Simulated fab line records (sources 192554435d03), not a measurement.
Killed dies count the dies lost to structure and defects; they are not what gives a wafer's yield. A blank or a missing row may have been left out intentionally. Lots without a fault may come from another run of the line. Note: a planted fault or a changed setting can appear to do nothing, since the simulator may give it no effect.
Matching of chambers | flow n5-finfet | N5_WELL_APT_DESCUM_30 on rie-diel-01: 4 sister chambers
The step chemistry O2, time 7.9 s. 16 wafers are shown with their chamber, then 8 later ones without.

## EACH WAFER AND ITS CHAMBER
wafer  | chamber | showerhead-plenum-p-Torr (Torr) | drypump-motor-current-A (A) | rf-vpp-V (V)
L076.1 | 1       | 2.17                            | 5.3                         | 242.9
L076.3 | 3       | 2.15                            | 5.0                         | 243.4
L076.6 | 2       | 1.99                            | 6.0                         | 242.1
L077.1 | 3       | 2.15                            | 4.9                         | 243.8
L077.4 | 2       | 1.99                            | 6.0                         | 242.5
L077.5 | 1       | 2.17                            | 5.2                         | 244.8
L083.1 | 3       | 2.15                            | 4.9                         | 242.9
L083.4 | 1       | 2.16                            | 5.2                         | 244.1
L083.5 | 2       | 1.98                            | 5.9                         | 241.4
L084.1 | 2       | 1.98                            | 6.0                         | 242.4
L084.5 | 0       | 2.06                            | 5.5                         | 243.5
L084.6 | 1       | 2.16                            | 5.2                         | 244.8
L090.4 | 0       | 2.06                            | 5.5                         | 242.2
L090.5 | 0       | 2.06                            | 5.5                         | 242.1
L090.6 | 3       | 2.15                            | 4.9                         | 244.8
L095.1 | 1       | 2.15                            | 5.3                         | 244.5

SIGNATURES (means of the wafers above)
reading                  | chamber 0 | chamber 1 | chamber 2 | chamber 3 | scatter within a chamber
showerhead-plenum-p-Torr | 2.0600    | 2.1620    | 1.9850    | 2.1500    | 0.00563
drypump-motor-current-A  | 5.500     | 5.240     | 5.975     | 4.925     | 0.0474
rf-vpp-V                 | 242.600   | 244.220   | 242.100   | 243.725   | 0.731
Rule: a wafer lies at a distance from a chamber equal to the root of the sum of squares, over the readings, of (its reading less the chamber's mean, divided by the reading's scatter). The wafer belongs to the nearest chamber; if the next one is less than 2 further off, it can't be placed. The scatter: the root of (the sum of the squares of (reading less its chamber's mean) over the shown wafers, divided by (wafers less chambers)).

## WAFERS WITHOUT THEIR CHAMBER
wafer  | showerhead-plenum-p-Torr (Torr) | drypump-motor-current-A (A) | rf-vpp-V (V)
L095.3 | 2.14                            | 4.9                         | 242.7
L095.5 | 1.97                            | 5.9                         | 242.2
L096.1 | 1.97                            | 6.0                         | 240.5
L096.5 | 2.14                            | 4.9                         | 243.5
L096.6 | 1.97                            | 6.0                         | 241.3
L097.1 | 1.97                            | 5.9                         | 239.2
L097.3 | 2.15                            | 5.2                         | 244.6
L097.5 | 2.15                            | 5.3                         | 243.5

## THE CHAMBER EACH PASSED THROUGH
wafer  | from the rows above | in truth
L095.3 | 3                   | 3
L095.5 | 2                   | 2
L096.1 | 2                   | 2
L096.5 | 3                   | 3
L096.6 | 2                   | 2
L097.1 | 2                   | 2
L097.3 | 1                   | 1
L097.5 | 1                   | 1
Placed correctly: 8 of 8. Can't be placed from these rows: 0. 0 placed wrongly.
